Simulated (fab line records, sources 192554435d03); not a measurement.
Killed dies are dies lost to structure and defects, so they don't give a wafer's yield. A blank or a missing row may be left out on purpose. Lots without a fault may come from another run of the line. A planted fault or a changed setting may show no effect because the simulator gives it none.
Which tool did it? | flow n5_finfet | 11 lots, 33 wafers sampled, at 5 steps of a route of 1938

WHAT THE GAUGES READ, wafer by wafer
N5_BEOL_M1_THK_MEAS_01. Usual: M1_ILD_THK 79.3 nm, standard deviation 1.
lot  | measured     | on            | M1_ILD_THK (nm) | flag
L760 | day 5 23:41  | film_metro-02 | 80.4 80.7 81.7  |
L763 | day 6 19:31  | film_metro-02 | 80.2 78.2 80.1  |
L765 | day 7 13:58  | film_metro-02 | 80.0 81.0 81.3  |
L768 | day 8 09:37  | film_metro-02 | 78.4 78.7 80.0  |
L773 | day 9 00:02  | film_metro-01 | 78.1 78.0 77.7  |
L775 | day 9 22:20  | film_metro-02 | 77.4 79.1 80.8  |
L776 | day 10 09:58 | film_metro-01 | 77.9 80.2 79.1  |
L778 | day 10 14:18 | film_metro-02 | 79.1 79.1 78.9  |
L779 | day 10 18:19 | film_metro-02 | 79.3 78.8 81.0  |
L781 | day 11 18:58 | film_metro-01 | 77.0 77.8 78.8  |
L782 | day 12 05:07 | film_metro-02 | 78.7 79.5 80.4  |

N5_BEOL_M4_RC_MEAS_101. Usual: DIBL_N 36.0 mV/V, standard deviation 1.9; DIBL_P 36.0 mV/V, standard deviation 2.1; IOFF_N 0.155 nA/um, standard deviation 0.029; IOFF_P 0.20 nA/um, standard deviation 0.032; ION_N 672 uA/um, standard deviation 11; ION_P 461 uA/um, standard deviation 6.9; SS_N 71.5 mV/dec, standard deviation 0.58; SS_P 73.2 mV/dec, standard deviation 0.64; VT_N 250.4 mV, standard deviation 2.9; VT_P -251.0 mV, standard deviation 2.8.
lot  | measured     | on        | DIBL_N (mV/V)  | DIBL_P (mV/V)  | IOFF_N (nA/um)    | IOFF_P (nA/um) | ION_N (uA/um) | ION_P (uA/um) | SS_N (mV/dec)  | SS_P (mV/dec)  | VT_N (mV)         | VT_P (mV)            | flag
L760 | day 8 12:22  | prober-02 | 34.5 35.0 35.1 | 33.8 35.0 34.7 | 0.124 0.131 0.136 | 0.16 0.17 0.16 | 676 659 661   | 455 446 451   | 70.4 71.1 70.7 | 72.2 72.5 72.9 | 254.2 253.3 251.9 | -256.0 -252.8 -257.8 |
L763 | day 8 19:07  | prober-02 | 38.1 39.6 39.5 | 39.4 40.4 39.7 | 0.192 0.218 0.213 | 0.26 0.27 0.27 | 696 682 705   | 475 466 478   | 71.6 72.0 71.0 | 74.1 73.4 73.7 | 247.3 244.8 247.4 | -244.9 -248.1 -247.3 |
L765 | day 9 22:37  | prober-02 | 40.6 39.2 41.7 | 39.6 39.2 41.4 | 0.218 0.194 0.236 | 0.27 0.25 0.30 | 676 686 678   | 465 466 467   | 72.8 72.2 72.6 | 74.5 74.2 74.4 | 248.8 246.9 246.5 | -248.0 -246.9 -246.9 |
L768 | day 10 11:44 | prober-01 | 38.1 35.3 37.7 | 38.0 34.2 37.6 | 0.178 0.125 0.177 | 0.22 0.17 0.21 | 688 671 690   | 468 459 464   | 71.8 71.0 71.1 | 73.3 72.6 73.1 | 247.4 253.8 247.6 | -249.7 -253.8 -250.1 |
L773 | day 11 06:49 | prober-01 | 35.9 34.2 37.2 | 36.1 34.0 36.8 | 0.174 0.141 0.195 | 0.21 0.17 0.22 | 683 652 689   | 463 451 462   | 71.9 71.5 72.0 | 73.4 73.0 74.3 | 245.5 252.5 247.2 | -251.0 -252.2 -251.3 |
L775 | day 12 00:05 | prober-01 | 36.6 35.1 34.9 | 38.4 36.3 36.3 | 0.167 0.144 0.143 | 0.22 0.18 0.19 | 683 680 673   | 465 463 463   | 71.1 71.1 71.4 | 73.3 73.1 72.7 | 248.6 249.2 248.6 | -251.8 -254.8 -253.8 |
L776 | day 12 15:49 | prober-02 | 36.1 38.4 40.0 | 36.5 39.7 41.4 | 0.134 0.181 0.216 | 0.18 0.22 0.26 | 661 688 681   | 454 462 465   | 71.1 71.6 72.0 | 72.7 74.1 75.0 | 256.5 251.6 251.1 | -253.1 -251.1 -249.7 |
L778 | day 12 19:56 | prober-02 | 36.7 37.2 38.1 | 37.7 38.2 40.4 | 0.173 0.186 0.202 | 0.23 0.24 0.28 | 684 669 688   | 470 460 475   | 71.7 71.4 72.0 | 73.8 74.2 74.6 | 248.6 245.9 245.9 | -248.9 -247.8 -245.5 |
L779 | day 13 00:13 | prober-02 | 35.1 32.9 35.1 | 36.4 34.1 37.0 | 0.144 0.119 0.155 | 0.21 0.18 0.22 | 677 654 681   | 467 453 469   | 70.6 70.8 71.7 | 73.3 72.2 73.2 | 249.4 250.0 247.5 | -251.5 -251.7 -249.1 |
L781 | day 14 00:02 | prober-02 | 33.6 32.7 34.6 | 33.1 32.2 33.9 | 0.130 0.124 0.132 | 0.18 0.17 0.19 | 675 673 656   | 467 464 457   | 71.5 70.7 70.9 | 72.1 72.4 72.7 | 250.5 255.6 253.0 | -250.3 -251.7 -251.1 |
L782 | day 14 01:47 | prober-01 | 34.4 33.3 32.8 | 35.1 33.1 33.0 | 0.149 0.118 0.119 | 0.19 0.15 0.16 | 682 661 674   | 466 450 462   | 71.6 71.0 70.4 | 73.0 72.6 72.9 | 252.9 255.5 251.2 | -249.1 -255.7 -253.9 |

WHICH TOOL RAN EACH LOT (tool, then ch and the chambers of the sampled wafers, then the start)
lot  | N5_BEOL_M0_SURFACE_TREAT_137 | N5_BEOL_M0_PRE_CLEAN_131         | N5_BEOL_M1_COAT_73
L760 | pvd_sputter-01, day 5 21:31  | cvd_co-02 ch 0,2, day 5 23:17    | litho_track-04 ch 0, day 6 00:08
L763 | pvd_sputter-01, day 6 16:40  | cvd_co-01 ch 0,1, day 6 19:10    | litho_track-04 ch 0, day 6 19:55
L765 | pvd_sputter-02, day 7 12:11  | cvd_co-01 ch 0,1,2, day 7 13:37  | litho_track-02 ch 0, day 7 14:34
L768 | pvd_sputter-02, day 8 07:35  | cvd_co-02 ch 1,2, day 8 09:16    | litho_track-04 ch 0, day 8 13:04
L773 | pvd_sputter-03, day 8 22:02  | cvd_co-01 ch 0,2, day 8 23:40    | litho_track-02 ch 0, day 9 00:18
L775 | pvd_sputter-03, day 9 20:35  | cvd_co-01 ch 0,2, day 9 21:59    | litho_track-02 ch 0, day 9 22:34
L776 | pvd_sputter-01, day 10 08:11 | cvd_co-01 ch 1,2, day 10 09:37   | litho_track-02 ch 0, day 10 10:50
L778 | pvd_sputter-03, day 10 10:58 | cvd_co-01 ch 0,1,2, day 10 13:57 | litho_track-04 ch 0, day 10 17:01
L779 | pvd_sputter-01, day 10 16:12 | cvd_co-02 ch 0,1,2, day 10 17:58 | litho_track-01 ch 0, day 10 20:49
L781 | pvd_sputter-02, day 11 15:33 | cvd_co-02 ch 1,2, day 11 18:37   | litho_track-02 ch 0, day 11 22:17
L782 | pvd_sputter-03, day 12 03:16 | cvd_co-01 ch 0,1, day 12 04:46   | litho_track-02 ch 0, day 12 05:50
- N5_BEOL_M0_SURFACE_TREAT_137
- N5_BEOL_M0_PRE_CLEAN_131: time 15 s.
- N5_BEOL_M1_COAT_73: time 60 s, resist thk 5 nm.

WHAT THE TOOLS THEMSELVES READ (means of the sampled wafers that have a number; where no wafer has one, the mark that the record gives instead)
N5_BEOL_M0_PRE_CLEAN_131. Usual: heater_power_w 84 W, standard deviation 17.
lot  | tool      | heater_power_w (W) | flag
L760 | cvd_co-02 | 95                 |
L763 | cvd_co-01 | 76                 |
L765 | cvd_co-01 | 77                 |
L768 | cvd_co-02 | 75                 |
L773 | cvd_co-01 | 72                 |
L775 | cvd_co-01 | 72                 |
L776 | cvd_co-01 | 74                 |
L778 | cvd_co-01 | 76                 |
L779 | cvd_co-02 | 93                 |
L781 | cvd_co-02 | 78                 |
L782 | cvd_co-01 | 77                 |

N5_BEOL_M1_COAT_73. Usual: exhaust_pa 45.0 Pa, standard deviation 0.82; spin_speed_rpm 1500.0 rpm, standard deviation 0.81.
lot  | tool           | exhaust_pa (Pa) | spin_speed_rpm (rpm) | flag
L760 | litho_track-04 | 44.5            | 1498.9               |
L763 | litho_track-04 | 45.1            | 1436.2               | OFF
L765 | litho_track-02 | 44.9            | 1500.2               |
L768 | litho_track-04 | 45.2            | 1437.7               | OFF
L773 | litho_track-02 | 45.2            | 1499.5               |
L775 | litho_track-02 | 45.2            | 1499.6               |
L776 | litho_track-02 | 45.5            | 1500.0               |
L778 | litho_track-04 | 45.4            | 1500.3               |
L779 | litho_track-01 | 44.4            | 1499.8               |
L781 | litho_track-02 | 45.2            | 1499.8               |
L782 | litho_track-02 | 43.7            | 1499.8               |

THE ANSWER, worked out from the rows above alone
Rule: a lot is off if the mean of its wafers that have a number lies more than 3 standard deviations from the usual mean. A lot without any number at a reading at which 4 lots or more have one is off too. The other lots that the step has rows for count as sound. The gauges are gone through in route order, then the tools' own readings, and for those a lot's mean is taken as printed above. The first step at which some lot is off is used, and at that step the reading that is off furthest; a lot without a number counts as furthest.
Off: L763, L768, at N5_BEOL_M1_COAT_73 (spin_speed_rpm).
A tool fits if, at that step or a process step before it, it ran every lot that is off, and no sound lot after the first of them. None of those tried fits.

WHAT THE SIMULATOR HAD PUT IN
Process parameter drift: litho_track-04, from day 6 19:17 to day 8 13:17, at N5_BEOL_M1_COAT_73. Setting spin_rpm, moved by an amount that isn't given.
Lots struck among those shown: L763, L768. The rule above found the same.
